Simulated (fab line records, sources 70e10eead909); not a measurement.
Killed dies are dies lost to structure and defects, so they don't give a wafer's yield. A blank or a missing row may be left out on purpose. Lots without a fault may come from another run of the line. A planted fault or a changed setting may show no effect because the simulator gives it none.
Chamber matching | flow nand_harc | NHARC_A_SLIT_ETCH_24 on rie_diel-02: 4 sister chambers
The step etches the open film in CF4/CHF3, target depth 121 nm, time 60.5 s. 18 wafers are shown with their chamber, then 9 later ones without.

WAFERS WITH THEIR CHAMBER
wafer  | chamber | showerhead_plenum_p_Torr (Torr) | drypump_motor_current_A (A) | rf_vpp_V (V)
L699.2 | 1       | 1.59                            | 5.3                         | 370.3
L699.3 | 3       | 1.65                            | 6.2                         | 373.3
L699.6 | 2       | 1.51                            | 5.2                         | 369.5
L705.4 | 0       | 1.61                            | 5.6                         | 371.3
L705.5 | 1       | 1.59                            | 5.4                         | 372.4
L705.6 | 2       | 1.51                            | 5.3                         | 368.4
L708.2 | 0       | 1.61                            | 5.6                         | 371.9
L708.3 | 3       | 1.65                            | 6.2                         | 373.8
L708.4 | 1       | 1.58                            | 5.3                         | 370.7
L711.3 | 1       | 1.58                            | 5.3                         | 371.1
L711.4 | 0       | 1.61                            | 5.6                         | 371.3
L711.5 | 0       | 1.61                            | 5.6                         | 373.0
L715.1 | 0       | 1.60                            | 5.5                         | 369.7
L715.5 | 0       | 1.61                            | 5.5                         | 371.3
L715.6 | 3       | 1.65                            | 6.2                         | 372.5
L716.3 | 1       | 1.58                            | 5.4                         | 372.5
L716.4 | 0       | 1.61                            | 5.6                         | 372.7
L716.6 | 1       | 1.58                            | 5.3                         | 370.8

SIGNATURES (means of the wafers above)
reading                  | chamber 0 | chamber 1 | chamber 2 | chamber 3 | scatter within a chamber
showerhead_plenum_p_Torr | 1.6086    | 1.5833    | 1.5100    | 1.6500    | 0.00396
drypump_motor_current_A  | 5.571     | 5.333     | 5.250     | 6.200     | 0.0483
rf_vpp_V                 | 371.600   | 371.300   | 368.950   | 373.200   | 0.96
Rule: a wafer's distance from a chamber is the root of the sum, over the readings, of the square of ((its reading less the chamber's mean) divided by the reading's scatter). The wafer belongs to the nearest chamber; if the next one is less than 2 further off, it can't be placed. The scatter: the root of (the sum of the squares of (reading less its chamber's mean) over the shown wafers, divided by (wafers less chambers)).

WAFERS WITHOUT THEIR CHAMBER
wafer  | showerhead_plenum_p_Torr (Torr) | drypump_motor_current_A (A) | rf_vpp_V (V)
L718.3 | 1.65                            | 6.2                         | 374.2
L718.5 | 1.51                            | 5.3                         | 369.3
L718.6 | 1.65                            | 6.2                         | 371.6
L721.1 | 1.60                            | 5.5                         | 372.0
L721.2 | 1.51                            | 5.2                         | 368.0
L721.3 | 1.64                            | 6.2                         | 375.2
L720.1 | 1.51                            | 5.3                         | 367.4
L720.2 | 1.64                            | 6.2                         | 372.4
L720.5 | 1.51                            | 5.3                         | 368.0

WHICH CHAMBER EACH WENT THROUGH
wafer  | from the rows above | in truth
L718.3 | 3                   | 3
L718.5 | 2                   | 2
L718.6 | 3                   | 3
L721.1 | 0                   | 0
L721.2 | 2                   | 2
L721.3 | 3                   | 3
L720.1 | 2                   | 2
L720.2 | 3                   | 3
L720.5 | 2                   | 2
Placed correctly: 9 of 9. Can't be placed from these rows: 0. Placed wrongly: 0.
